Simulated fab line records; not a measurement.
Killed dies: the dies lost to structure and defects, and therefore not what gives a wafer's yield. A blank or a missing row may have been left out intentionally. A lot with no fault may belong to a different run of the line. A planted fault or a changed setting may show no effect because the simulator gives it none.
Matching of chambers    flow n5Finfet    rieDiel-02 running N5_BEOL_M2_ETCH_69: 4 sister chambers
The step etches SiARC in CF4, target depth 15.6 nm, time 26 s. 20 wafers are shown with their chamber, then 10 later ones without.

## EACH WAFER AND ITS CHAMBER
wafer   chamber  showerheadPlenumPTorr (Torr)  drypumpMotorCurrentA (A)  etchRfOnTimeS (s)
L074.4  1        2.11                          6.2                       26.4
L074.5  0        2.19                          5.3                       26.0
L074.6  1        2.11                          6.3                       26.5
L075.1  1        2.11                          6.2                       26.5
L075.2  2        2.26                          6.2                       25.4
L075.4  2        2.26                          6.2                       25.4
L077.1  1        2.11                          6.3                       26.5
L077.2  2        2.26                          6.2                       25.2
L077.3  3        2.12                          6.7                       25.9
L080.1  0        2.19                          5.3                       25.7
L080.2  3        2.12                          6.7                       26.0
L080.6  3        2.12                          6.7                       25.8
L081.1  0        2.19                          5.3                       25.5
L081.3  2        2.25                          6.2                       25.5
L081.4  2        2.25                          6.3                       25.4
L083.1  2        2.25                          6.2                       25.6
L083.4  1        2.11                          6.3                       26.1
L083.6  1        2.11                          6.3                       26.0
L091.4  1        2.10                          6.3                       26.0
L091.5  0        2.19                          5.3                       25.8

SIGNATURES (averages over the wafers above)
reading                chamber 0  chamber 1  chamber 2  chamber 3  scatter within a chamber
showerheadPlenumPTorr  2.1900     2.1086     2.2550     2.1200     0.00384
drypumpMotorCurrentA   5.300      6.271      6.217      6.700      0.0376
etchRfOnTimeS          25.750     26.286     25.417     25.900     0.192
Rule: a wafer's distance from a chamber is the root of the sum, over the readings, of the square of ((its reading less the chamber's mean) divided by the reading's scatter). If the next closest chamber is less than 2 further off than the closest, the wafer can't be placed; otherwise it belongs to the closest. The scatter: the root of (the sum of the squares of (reading less its chamber's mean) over the shown wafers, divided by (wafers less chambers)).

## WAFERS WITHOUT THEIR CHAMBER
wafer   showerheadPlenumPTorr (Torr)  drypumpMotorCurrentA (A)  etchRfOnTimeS (s)
L091.6  2.11                          6.7                       26.2
L092.1  2.10                          6.3                       25.9
L092.2  2.24                          6.2                       25.7
L092.5  2.11                          6.7                       26.3
L093.2  2.11                          6.7                       26.3
L093.4  2.18                          5.3                       25.7
L093.5  2.11                          6.7                       26.1
L095.2  2.18                          5.3                       26.0
L095.3  2.11                          6.7                       26.3
L095.6  2.24                          6.2                       25.4

## WHICH CHAMBER EACH WENT THROUGH
wafer   from the rows above  in truth
L091.6  3                    3
L092.1  1                    1
L092.2  2                    2
L092.5  3                    3
L093.2  3                    3
L093.4  0                    0
L093.5  3                    3
L095.2  0                    0
L095.3  3                    3
L095.6  2                    2
10 of 10 placed correctly. Number that these rows cannot place: 0. 0 placed wrongly.
